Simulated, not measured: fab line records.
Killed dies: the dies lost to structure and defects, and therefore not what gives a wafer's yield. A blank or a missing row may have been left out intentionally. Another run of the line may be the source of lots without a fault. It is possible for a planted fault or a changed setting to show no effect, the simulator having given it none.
fab line records	flow nandHarc	part 1 of 2: steps 1 to 4 of 6
[record] lots = 22	wafers = 66	lastDay = 33
route steps=1302 shown P_BONDPAD@367 A_ONON_D1@427 A_CHANNEL_HOLE_D1@465
lots that met no fault: taken from a fault-free run of the same line
startH: hours from the record's opening day to when the first of the lot's shown wafers began	waitH: how many hours have passed since the lot's step before this one	" the same as in the row above	L1.1+2: a single row standing in for several wafers	- no value, or no start given	* or withheld: withheld	< > ~ a bound
route shown NAME@n: a module of which the file shows steps, and the number in the route of the first	usual: the fault-free wafers' mean and standard deviation	same: alike in all rows	chamber/n: place in a boat	sites: readings site by site	_std_site: the values' standard deviation	_edge_site: the outer-site mean with the inner-site mean subtracted	radiusMm: for every site, how far away it sits from the centre of the wafer	mask NAME#n: copy n	behind: tool/chamber where the wafer was last shaped	hold: what put the lot on hold/how long, in hours/how the hold closed	device: transistor that didn't switch, given as n, p or np	end of line: tests run on the same wafers once the route is complete	a step with no rows: only its recipe	killed: not the wafer's yield, but the dies lost to structure and defects at the first sort	map: the dies of a wafer, with x for killed, . for not killed, _ for no die there
set.NAME: the setting the step ran with; set.NAME@STEP: the setting that earlier step ran with	model.NAME: the simulator's own value behind a step, which no gauge read
a sample of lots followed through the steps of the route, with each step as a table and each wafer as a row
services: the hour from which a tool's chamber was out of use, counted from the record's first day as startH (under 0 if before that day), plus the number of hours and why
[[steps]]
[step NHARC_P_BONDPAD_DESCUM_11]
[recipe] timeS = 3	o2FlowSccm = 200	arFlowSccm = 0	biasPowerW = 0	chemistry = O2
[usual] drypumpMotorCurrentA = 5.9/0.5	oesProductAu = 0.997/0.0084	rfVppV = 57.7/0.94	showerheadPlenumPTorr = 1.90/0.087	throttleValvePct = 11.311/0.0091
lot.wafer	tool	chamber	startH	waitH	drypumpMotorCurrentA	oesProductAu	rfHoursCounterH	rfVppV	showerheadPlenumPTorr	throttleValvePct
L074.1	rieDiel-10	2	132.57	-	6.2	0.993	2.1	59.8	2.07	11.320
L074.4	"	3	"	"	6.7	0.995	-	58.3	1.83	11.310
L074.6	"	0	"	"	6.2	0.999	-	57.6	1.89	11.305
L075.4	rieDiel-04	1	144.23	-	5.7	0.987	6.1	57.4	1.86	11.307
L075.3	"	3	"	"	5.5	0.986	6.1	56.0	1.83	11.328
L075.5	"	2	"	"	5.8	0.984	-	57.2	1.85	11.311
L076.3	rieDiel-04	0	157.27	-	5.9	0.999	7.0	58.8	1.82	11.309
L076.6	"	0	"	"	6.0	0.998	-	57.2	1.82	11.308
L076.5	"	1	"	"	5.8	0.988	-	57.1	1.86	11.306
L078.4	rieDiel-04	3	170.91	-	5.5	1.001	8.2	57.3	1.83	11.322
L078.3	"	0	"	"	6.0	0.995	8.6	57.0	1.82	11.319
L078.6	"	3	"	"	5.5	0.998	-	59.6	1.83	11.313
L077.2	rieDiel-10	3	171.81	-	6.7	0.986	3.2	56.9	1.83	11.301
L077.4	"	0	"	"	6.2	0.987	3.2	56.6	1.89	11.316
L077.3	"	2	"	"	6.2	0.986	3.5	59.5	2.07	11.318
L079.3	rieDiel-10	1	186.54	-	5.0	0.999	3.8	60.1	2.04	11.301
L079.4	"	2	"	"	6.2	0.981	4.0	58.9	2.07	11.320
L079.5	"	3	"	"	6.7	0.977	-	57.3	1.83	11.309
L080.1	rieDiel-10	3	191.49	-	6.7	0.998	4.0	57.3	1.83	11.323
L080.5	"	0	"	"	6.2	0.989	-	57.7	1.89	11.318
L080.6	"	1	"	"	5.0	1.013	-	58.1	2.04	11.320
L081.2	rieDiel-12	0	201.37	-	4.7	1.003	5.9	57.1	1.90	11.296
L081.4	"	2	"	"	6.5	0.998	-	57.7	2.03	11.324
L081.5	"	3	"	"	5.9	1.000	-	57.1	1.91	11.330
L083.4	rieDiel-10	0	217.09	-	6.2	0.990	4.4	56.9	1.89	11.304
L083.1	"	3	"	"	6.7	1.004	4.7	55.6	1.83	11.340
L083.5	"	0	"	"	6.1	0.996	-	58.9	1.89	11.321
L082.4	rieDiel-10	1	218.28	-	5.0	0.995	4.6	59.3	2.04	11.314
L082.3	"	2	"	"	6.2	0.996	4.9	57.5	2.07	11.316
L082.6	"	0	"	"	6.1	1.006	-	58.1	1.89	11.301
L084.2	rieDiel-12	3	228.99	-	5.9	1.002	8.7	57.5	1.91	11.322
L084.3	"	0	"	"	4.8	1.005	7.6	58.5	1.90	11.319
L084.5	"	1	"	"	6.2	1.008	-	57.4	1.95	11.332
L085.1	rieDiel-10	0	241.50	-	6.2	1.002	4.8	58.9	1.89	11.317
L085.4	"	1	"	"	5.0	1.004	4.9	58.7	2.04	11.299
L085.3	"	2	"	"	6.2	0.998	5.2	58.2	2.07	11.308
L086.4	rieDiel-04	3	254.84	-	5.5	0.989	3.0	56.8	1.83	11.307
L086.1	"	0	"	"	5.9	0.993	2.9	57.2	1.82	11.305
L086.3	"	1	"	"	5.7	0.995	2.4	58.0	1.86	11.312
L088.2	rieDiel-10	3	281.17	-	6.7	0.979	1.0	56.1	1.83	11.304
L088.3	"	2	"	"	6.2	0.987	0.8	57.8	2.07	11.309
L088.6	"	0	"	"	6.2	1.003	-	56.6	1.89	11.310
L087.1	rieDiel-04	3	281.73	-	5.5	1.000	5.8	57.3	1.83	11.293
L087.4	"	0	"	"	5.9	0.995	5.4	57.0	1.82	11.318
L087.2	"	1	"	"	5.7	1.006	4.5	57.7	1.86	11.321
L090.3	rieDiel-04	0	297.30	-	6.0	0.980	6.2	58.4	1.82	11.330
L090.1	"	3	"	"	5.4	0.985	6.7	57.3	1.83	11.310
L090.5	"	0	"	"	6.0	0.992	-	58.4	1.82	11.317
L091.3	rieDiel-04	3	305.93	-	5.5	0.986	7.0	58.3	1.83	11.301
L091.1	"	0	"	"	5.9	0.993	6.6	55.7	1.82	11.322
L091.6	"	0	"	"	5.9	0.988	-	58.7	1.82	11.302
L093.1	rieDiel-10	0	324.50	-	6.2	1.014	1.6	57.7	1.89	11.311
L093.4	"	1	"	"	5.0	0.998	1.5	59.9	2.04	11.315
L093.5	"	3	"	"	6.8	0.998	-	57.2	1.83	11.314
L094.4	rieDiel-04	3	331.94	-	5.5	0.992	8.7	55.9	1.83	11.317
L094.1	"	0	"	"	6.0	0.997	8.4	58.1	1.82	11.288
L094.6	"	2	"	"	5.8	0.990	-	58.2	1.85	11.298
L095.3	rieDiel-04	0	343.29	-	5.9	1.003	8.6	56.7	1.82	11.307
L095.1	"	1	"	"	5.7	1.008	8.3	57.8	1.86	11.309
L095.5	"	3	"	"	5.5	0.999	-	57.5	1.83	11.308
L096.4	rieDiel-04	2	350.65	-	5.8	0.992	8.4	57.6	1.85	11.320
L096.3	"	0	"	"	5.9	0.995	9.4	57.3	1.82	11.308
L096.5	"	2	"	"	5.8	0.983	-	57.2	1.85	11.312
L097.4	rieDiel-10	3	364.60	-	6.7	0.988	3.0	57.8	1.83	11.313
L097.1	"	1	"	"	5.1	1.004	2.3	58.6	2.04	11.317
L097.5	"	2	"	"	6.2	0.998	-	58.4	2.07	11.313
[step NHARC_P_BONDPAD_STRIP_15]
[recipe] o2FlowSccm = 500	arFlowSccm = 0	biasW = 0	chemistry = O2
[usual] drypumpMotorCurrentA = 5.8/0.55	oesProductAu = 0.998/0.0076	rfVppV = 57.7/0.85	showerheadPlenumPTorr = 3.52/0.13	throttleValvePct = 17.037/0.0086
lot.wafer	tool	chamber	startH	waitH	drypumpMotorCurrentA	oesProductAu	rfHoursCounterH	rfVppV	showerheadPlenumPTorr	throttleValvePct
L074.4	rieDiel-04	0	133.02	0.1	6.0	0.997	5.8	57.8	3.37	17.028
L074.1	"	2	"	"	5.8	0.994	5.4	56.7	3.43	17.042
L074.6	"	0	"	"	6.0	0.988	-	58.1	3.37	17.038
L075.3	rieDiel-12	1	144.62	0.1	6.2	1.003	2.7	57.9	3.60	17.037
L075.4	"	2	"	"	6.5	0.992	3.1	56.9	3.73	17.034
L075.5	"	1	"	"	6.2	0.985	-	58.9	3.60	17.042
L076.3	rieDiel-10	1	157.70	0.1	5.0	1.000	2.8	58.2	3.75	17.040
L076.5	"	2	"	"	6.2	0.995	-	57.6	3.80	17.038
L076.6	"	3	"	"	6.7	1.000	-	57.2	3.39	17.032
L078.4	rieDiel-12	2	171.31	0.1	6.5	0.998	4.9	59.8	3.73	17.012
L078.3	"	3	"	"	5.9	1.005	4.6	57.5	3.52	17.029
L078.6	"	1	"	"	6.2	1.000	-	56.6	3.60	17.038
L077.3	rieDiel-04	2	172.19	0.1	5.8	1.003	8.0	57.5	3.43	17.043
L077.2	"	0	"	"	6.0	0.999	8.7	57.1	3.37	17.035
L077.4	"	1	"	"	5.7	1.012	8.4	57.7	3.43	17.044
L079.4	rieDiel-12	1	186.93	0.1	6.2	0.999	6.2	57.9	3.60	17.032
L079.3	"	2	"	"	6.5	0.994	6.3	57.5	3.73	17.043
L079.5	"	1	"	"	6.2	0.995	-	57.8	3.60	17.034
L080.1	rieDiel-12	3	191.96	0.1	5.9	0.997	6.7	57.6	3.52	17.019
L080.6	"	3	"	"	5.9	0.986	-	58.4	3.52	17.030
L080.5	"	0	"	"	4.7	0.996	-	56.9	3.50	17.039
L081.2	rieDiel-04	1	201.81	0.1	5.7	0.987	0.6	57.8	3.43	17.051
L081.4	"	0	"	"	6.0	0.987	0.7	58.1	3.37	17.032
L081.5	"	2	"	"	5.8	0.994	-	56.4	3.43	17.048
L083.4	rieDiel-04	0	217.48	0.1	6.0	0.991	0.9	57.3	3.37	17.025
L083.1	"	2	"	"	5.8	0.991	1.0	59.0	3.43	17.028
L083.5	"	0	"	"	6.0	1.004	-	59.1	3.37	17.040
L082.3	rieDiel-04	3	218.66	0.1	5.5	0.998	1.1	56.7	3.39	17.037
L082.4	"	2	"	"	5.8	0.988	1.1	57.3	3.43	17.039
L082.6	"	3	"	"	5.5	0.997	-	57.3	3.39	17.050
L084.3	rieDiel-04	1	229.39	0.1	5.8	0.994	1.5	57.6	3.43	17.050
L084.2	"	2	"	"	5.8	0.998	1.6	59.0	3.43	17.034
L084.5	"	0	"	"	6.0	0.994	-	57.8	3.37	17.036
L085.1	rieDiel-12	3	241.89	0.1	5.9	0.995	9.7	58.8	3.52	17.027
L085.4	"	0	"	"	4.7	0.996	8.7	58.9	3.50	17.027
L085.3	"	2	"	"	6.5	0.987	9.1	57.2	3.73	17.042
L086.4	rieDiel-12	0	255.23	0.1	4.7	1.010	9.0	56.4	3.50	17.024
L086.3	"	1	"	"	6.2	1.005	7.4	58.2	3.60	17.049
L086.1	"	2	"	"	6.5	1.005	9.3	57.8	3.72	17.047
L088.2	rieDiel-12	3	281.56	0.1	5.9	1.002	0.6	59.6	3.52	17.039
L088.3	"	2	"	"	6.5	0.996	0.8	57.5	3.72	17.025
L088.6	"	0	"	"	4.7	1.005	-	58.3	3.50	17.038
L087.2	rieDiel-10	3	282.14	0.1	6.7	0.996	1.1	57.3	3.38	17.034
L087.4	"	0	"	"	6.2	1.001	1.0	58.0	3.48	17.041
L087.1	"	1	"	"	5.0	1.006	0.8	58.1	3.75	17.034
L090.3	rieDiel-04	1	297.69	0.1	5.7	0.995	5.6	58.3	3.43	17.045
L090.1	"	2	"	"	5.8	0.988	6.1	57.2	3.42	17.039
L090.5	"	1	"	"	5.7	0.992	-	58.7	3.43	17.050
L091.3	rieDiel-10	1	306.35	0.1	5.0	1.016	1.2	58.0	3.75	17.027
L091.1	"	0	"	"	6.2	1.021	1.4	57.0	3.48	17.037
L091.6	"	2	"	"	6.2	1.009	-	58.6	3.79	17.029
L093.4	rieDiel-04	1	324.88	0.1	5.7	1.011	6.8	57.5	3.43	17.051
L093.1	"	3	"	"	5.5	0.998	7.9	56.9	3.39	17.029
L093.5	"	1	"	"	5.7	0.993	-	57.6	3.43	17.027
L094.1	rieDiel-10	2	332.31	0.1	6.2	0.996	1.8	57.4	3.79	17.036
L094.4	"	0	"	"	6.2	1.002	1.8	59.0	3.48	17.029
L094.6	"	2	"	"	6.2	0.998	-	58.4	3.79	17.046
L095.1	rieDiel-12	1	343.68	0.1	6.2	1.011	6.3	57.9	3.59	17.036
L095.3	"	2	"	"	6.5	1.014	5.6	58.3	3.72	17.018
L095.5	"	1	"	"	6.2	1.009	-	55.1	3.59	17.035
L096.4	rieDiel-12	1	351.06	0.1	6.2	1.014	6.5	58.2	3.59	17.044
L096.3	"	2	"	"	6.5	1.006	5.8	59.1	3.72	17.040
L096.5	"	3	"	"	5.9	1.003	-	58.5	3.51	17.033
L097.4	rieDiel-12	1	364.99	0.1	6.2	0.984	7.6	58.4	3.59	17.027
L097.1	"	2	"	"	6.5	1.001	7.0	58.4	3.72	17.028
L097.5	"	1	"	"	6.2	0.997	-	58.8	3.59	17.041
[step NHARC_A_ONON_D1_THK_MEAS_05]
[recipe] thkMeasGauge = ellipsometry
[usual] thkNm = 1003/9.9
lot.wafer	tool	chamber	startH	waitH	thkNm
L074.1	filmMetro-01	-	159.73	-	1003
L074.4	"	-	"	"	1005
L074.6	"	-	"	"	1004
L075.3	filmMetro-02	-	172.05	-	1002
L075.4	"	-	"	"	1002
L075.5	"	-	"	"	1001
L076.3	filmMetro-01	-	184.05	-	1019
L076.5	"	-	"	"	1019
L076.6	"	-	"	"	1020
L077.2	filmMetro-01	-	199.65	-	1008
L077.3	"	-	"	"	1005
L077.4	"	-	"	"	1005
L078.3	filmMetro-02	-	199.68	-	1001
L078.4	"	-	"	"	1000
L078.6	"	-	"	"	1002
L079.3	filmMetro-02	-	213.75	-	1004
L079.4	"	-	"	"	1004
L079.5	"	-	"	"	1006
L080.1	filmMetro-02	-	221.62	-	1000
L080.5	"	-	"	"	1001
L080.6	"	-	"	"	1001
L081.2	filmMetro-02	-	232.60	-	987
L081.4	"	-	"	"	991
L081.5	"	-	"	"	989
L083.1	filmMetro-02	-	243.53	-	992
L083.4	"	-	"	"	990
L083.5	"	-	"	"	992
L082.3	filmMetro-01	-	243.53	-	1006
L082.4	"	-	"	"	1003
L082.6	"	-	"	"	1005
L084.2	filmMetro-01	-	256.02	-	1013
L084.3	"	-	"	"	1012
L084.5	"	-	"	"	1012
L085.1	filmMetro-01	-	267.98	-	1005
L085.3	"	-	"	"	1005
L085.4	"	-	"	"	1005
L086.1	filmMetro-01	-	281.51	-	1005
L086.3	"	-	"	"	1003
L086.4	"	-	"	"	1004
L088.2	filmMetro-02	-	307.13	-	1010
L088.3	"	-	"	"	1010
L088.6	"	-	"	"	1009
L087.1	filmMetro-02	-	307.16	-	985
L087.2	"	-	"	"	981
L087.4	"	-	"	"	982
L090.1	filmMetro-02	-	323.65	-	1010
L090.3	"	-	"	"	1011
L090.5	"	-	"	"	1010
L091.1	filmMetro-01	-	334.59	-	995
L091.3	"	-	"	"	994
L091.6	"	-	"	"	995
L093.1	filmMetro-01	-	350.44	-	1010
L093.4	"	-	"	"	1011
L093.5	"	-	"	"	1009
L094.1	filmMetro-02	-	358.72	-	997
L094.4	"	-	"	"	998
L094.6	"	-	"	"	999
L095.1	filmMetro-01	-	369.85	-	1008
L095.3	"	-	"	"	1006
L095.5	"	-	"	"	1004
L096.3	filmMetro-01	-	376.99	-	1004
L096.4	"	-	"	"	1003
L096.5	"	-	"	"	1002
L097.1	filmMetro-01	-	396.11	-	977
L097.4	"	-	"	"	977
L097.5	"	-	"	"	978
[step NHARC_A_CHANNEL_HOLE_D1_DESCUM_15]
[recipe] timeS = 3	o2FlowSccm = 200	arFlowSccm = 0	biasPowerW = 0	chemistry = O2
[usual] drypumpMotorCurrentA = 5.7/0.65	oesProductAu = 0.999/0.0074	rfVppV = 57.6/0.85	showerheadPlenumPTorr = 1.86/0.076	throttleValvePct = 11.311/0.009
lot.wafer	tool	chamber	startH	waitH	drypumpMotorCurrentA	oesProductAu	rfHoursCounterH	rfVppV	showerheadPlenumPTorr	throttleValvePct
L074.1	rieDiel-11	0	178.52	0.1	5.8	1.001	7	58.6	1.94	11.302
L074.4	"	1	"	"	6.7	0.993	7	57.5	1.84	11.315
L074.6	"	3	"	"	5.0	1.001	-	57.6	1.80	11.306
L075.4	rieDiel-11	2	187.22	0.1	5.2	1.005	9	59.0	1.86	11.318
L075.3	"	3	"	"	5.1	1.005	9	57.1	1.80	11.300
L075.5	"	3	"	"	5.1	0.997	-	57.4	1.80	11.297
L076.3	rieDiel-01	1	199.94	0.1	6.2	0.991	46	56.6	2.02	11.323
L076.6	"	1	"	"	6.2	1.008	-	58.1	2.02	11.303
L076.5	"	3	"	"	6.0	0.985	-	58.9	1.80	11.308
L078.4	rieDiel-11	2	217.08	0.1	5.2	0.996	11	56.6	1.86	11.326
L078.3	"	0	"	"	5.9	0.995	11	58.8	1.94	11.295
L078.6	"	3	"	"	5.1	1.004	-	56.5	1.80	11.320
L077.3	rieDiel-01	2	219.52	2.4	6.4	0.996	2	56.9	1.78	11.314
L077.2	"	3	"	"	6.1	0.995	4	58.8	1.80	11.301
L077.4	"	0	"	"	4.8	0.996	4	55.7	1.78	11.310
L079.3	rieDiel-01	3	230.96	0.2	6.0	1.000	10	56.7	1.80	11.318
L079.4	"	0	"	"	4.8	1.010	9	57.1	1.78	11.293
L079.5	"	2	"	"	6.4	1.005	-	57.6	1.77	11.322
L080.1	rieDiel-11	0	239.37	0.1	5.9	1.000	12	57.9	1.94	11.322
L080.5	"	2	"	"	5.2	0.995	-	56.7	1.86	11.306
L080.6	"	3	"	"	5.1	1.009	-	55.8	1.79	11.296
L081.2	rieDiel-05	2	251.47	0.1	4.7	0.989	2	58.4	1.92	11.315
L081.4	"	0	"	"	5.9	0.982	1	56.9	1.81	11.298
L081.5	"	1	"	"	5.3	0.988	-	58.4	2.00	11.315
L083.1	rieDiel-05	1	263.58	0.1	5.3	0.989	7	59.3	2.00	11.320
L083.4	"	2	"	"	4.7	1.000	7	57.8	1.92	11.321
L083.5	"	2	"	"	4.7	0.991	-	57.0	1.92	11.313
L082.3	rieDiel-11	2	265.52	0.1	5.2	1.002	0	58.7	1.86	11.301
L082.4	"	1	"	"	6.7	0.990	0	57.4	1.84	11.311
L082.6	"	3	"	"	5.0	1.002	-	56.9	1.79	11.308
L084.3	rieDiel-11	2	275.50	0.1	5.2	1.003	1	56.6	1.86	11.316
L084.2	"	3	"	"	5.0	0.985	1	56.1	1.79	11.316
L084.5	"	2	"	"	5.2	1.003	-	57.1	1.86	11.316
L085.3	rieDiel-11	1	287.96	0.1	6.7	0.993	2	57.1	1.84	11.308
L085.4	"	2	"	"	5.2	1.006	2	58.5	1.86	11.307
L085.1	"	3	"	"	5.0	1.000	2	57.9	1.79	11.314
L086.3	rieDiel-05	2	297.56	0.1	4.7	0.995	19	58.7	1.91	11.310
L086.1	"	0	"	"	5.9	0.994	16	56.0	1.81	11.306
L086.4	"	2	"	"	4.7	0.989	-	56.8	1.91	11.313
L088.3	rieDiel-11	1	322.41	0.1	6.7	1.004	4	56.9	1.84	11.312
L088.2	"	3	"	"	5.0	1.005	4	57.8	1.79	11.313
L088.6	"	1	"	"	6.7	1.003	-	57.5	1.84	11.316
L087.2	rieDiel-11	1	323.74	0.1	6.7	0.992	5	57.5	1.84	11.319
L087.1	"	2	"	"	5.2	1.008	5	57.4	1.86	11.292
L087.4	"	0	"	"	5.9	1.001	5	57.5	1.94	11.316
L090.1	rieDiel-11	0	338.85	0.1	5.9	1.005	6	58.0	1.94	11.298
L090.3	"	2	"	"	5.2	1.012	6	58.6	1.86	11.307
L090.5	"	0	"	"	5.9	0.990	-	58.1	1.94	11.329
L091.3	rieDiel-11	3	350.18	0.1	5.0	0.993	8	58.7	1.79	11.315
L091.1	"	0	"	"	5.9	1.003	7	58.7	1.94	11.305
L091.6	"	0	"	"	5.9	0.991	-	58.2	1.94	11.295
L093.1	rieDiel-01	0	368.62	0.1	4.8	1.000	56	58.1	1.76	11.308
L093.4	"	1	"	"	6.3	1.004	51	57.1	2.00	11.330
L093.5	"	3	"	"	6.0	1.002	-	56.4	1.79	11.322
L094.4	rieDiel-11	1	382.06	0.1	6.7	1.002	9	56.6	1.83	11.305
L094.1	"	0	"	"	5.9	0.995	9	58.1	1.94	11.313
L094.6	"	2	"	"	5.2	1.000	-	58.8	1.86	11.322
L095.3	rieDiel-11	1	389.31	0.1	6.7	0.995	10	57.4	1.83	11.305
L095.1	"	3	"	"	5.1	1.005	10	56.3	1.79	11.326
L095.5	"	0	"	"	5.9	0.993	-	57.7	1.94	11.314
L096.3	rieDiel-11	0	395.74	0.1	5.9	0.993	10	58.5	1.94	11.307
L096.4	"	1	"	"	6.7	0.992	10	57.9	1.83	11.320
L096.5	"	3	"	"	5.0	0.978	-	58.2	1.79	11.316
L097.4	rieDiel-11	2	416.49	0.1	5.2	1.003	13	57.0	1.86	11.314
L097.1	"	1	"	"	6.7	1.001	13	57.9	1.83	11.303
L097.5	"	3	"	"	5.1	0.999	-	57.9	1.79	11.301
